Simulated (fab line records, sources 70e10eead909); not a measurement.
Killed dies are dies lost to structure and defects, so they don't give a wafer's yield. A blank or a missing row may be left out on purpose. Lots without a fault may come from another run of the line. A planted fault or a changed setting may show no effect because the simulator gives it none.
Which tool did it? | flow nand_harc | 11 lots, 33 wafers sampled, at 5 steps of a route of 1302

WHAT THE GAUGES READ, wafer by wafer
NHARC_END_SORT_01.
lot  | measured     | on        | killed_at_array
L324 | day 28 08:13 | prober-02 | 41 27 28

WHICH TOOL RAN EACH LOT (tool, then ch and the chambers of the sampled wafers, then the start)
lot  | NHARC_A_CHANNEL_HOLE_D2_XSEM_32 | NHARC_A_CHANNEL_FILL_D2_ALD_02   | NHARC_A_CHANNEL_FILL_D2_ANNEAL_22 | NHARC_A_CHANNEL_FILL_D2_STRIP_29
L315 | xsem-02 ch 0, day 14 12:59      | ald_hk-01 ch 0,1,2, day 14 14:35 | furnace-02 ch 0, day 15 22:22     | rie_diel-09 ch 1,2,3, no start
L314 | xsem-01 ch 0, day 14 17:13      | ald_hk-01 ch 0,3, day 14 17:30   | furnace-07 ch 0, day 16 01:46     | rie_diel-11 ch 0,3, no start
L317 | xsem-02 ch 0, day 15 09:08      | ald_hk-02 ch 2,3, day 15 09:25   | furnace-03 ch 0, day 16 18:13     | rie_diel-11 ch 0,2, no start
L322 | xsem-02 ch 0, day 17 17:52      | ald_hk-02 ch 0,2,3, day 17 18:17 | furnace-07 ch 0, day 19 01:20     | rie_diel-13 ch 1,3, no start
L324 | xsem-01 ch 0, day 17 19:46      | ald_hk-04 ch 2,3, day 17 20:08   | furnace-07 ch 0, day 19 01:20     | rie_diel-09 ch 0,1,3, day 28 08:13 or earlier
L323 | xsem-02 ch 0, day 17 22:02      | ald_hk-04 ch 0,2,3, day 17 22:28 | furnace-07 ch 0, day 19 06:34     | rie_diel-11 ch 0,2, no start
L330 | xsem-01 ch 0, day 20 09:19      | ald_hk-02 ch 1,2, day 20 09:37   | furnace-03 ch 0, day 21 20:56     | rie_diel-11 ch 0,2, no start
L331 | xsem-02 ch 0, day 21 01:44      | ald_hk-04 ch 0,2, day 21 02:06   | furnace-07 ch 0, day 22 10:32     | rie_diel-11 ch 0,1,3, no start
L332 | xsem-01 ch 0, day 21 05:01      | ald_hk-04 ch 0,1,2, day 21 05:19 | furnace-03 ch 0, day 22 17:14     | rie_diel-11 ch 0,2,3, no start
L333 | xsem-01 ch 0, day 22 10:16      | ald_hk-01 ch 0,1, day 22 10:34   | furnace-03 ch 0, day 23 21:35     | rie_diel-11 ch 0,1,2, day 24 07:30
L334 | xsem-01 ch 0, day 22 14:19      | ald_hk-02 ch 0,3, day 22 14:44   | furnace-03 ch 0, day 23 21:35     | rie_diel-09 ch 0,2,3, no start
- NHARC_A_CHANNEL_HOLE_D2_XSEM_32
- NHARC_A_CHANNEL_FILL_D2_ALD_02: deposits SiO2, target thk 6 nm, pulse time 10 s, ald cycles 60.
- NHARC_A_CHANNEL_FILL_D2_ANNEAL_22: time 7200 s.
- NHARC_A_CHANNEL_FILL_D2_STRIP_29: strips in O2, time 20 s.

THE ANSWER, worked out from the rows above alone
Rule: what is usual is taken from the lots themselves. Put in order of their means at a reading, lots are off if they are a third of the lots or fewer, leave a main group of 4 or more, and stand apart from it by a gap of 3 or more times the standard deviation of the main group's means; of several such gaps the widest counts. A main group whose means are all the same, to the digits that the tables above print for the reading, isn't used. A lot without any number at a reading at which 4 lots or more have one is off too. The other lots that the step has rows for count as sound.
No lot is off at any reading shown: from this, nothing can be told.

WHAT THE SIMULATOR HAD PUT IN
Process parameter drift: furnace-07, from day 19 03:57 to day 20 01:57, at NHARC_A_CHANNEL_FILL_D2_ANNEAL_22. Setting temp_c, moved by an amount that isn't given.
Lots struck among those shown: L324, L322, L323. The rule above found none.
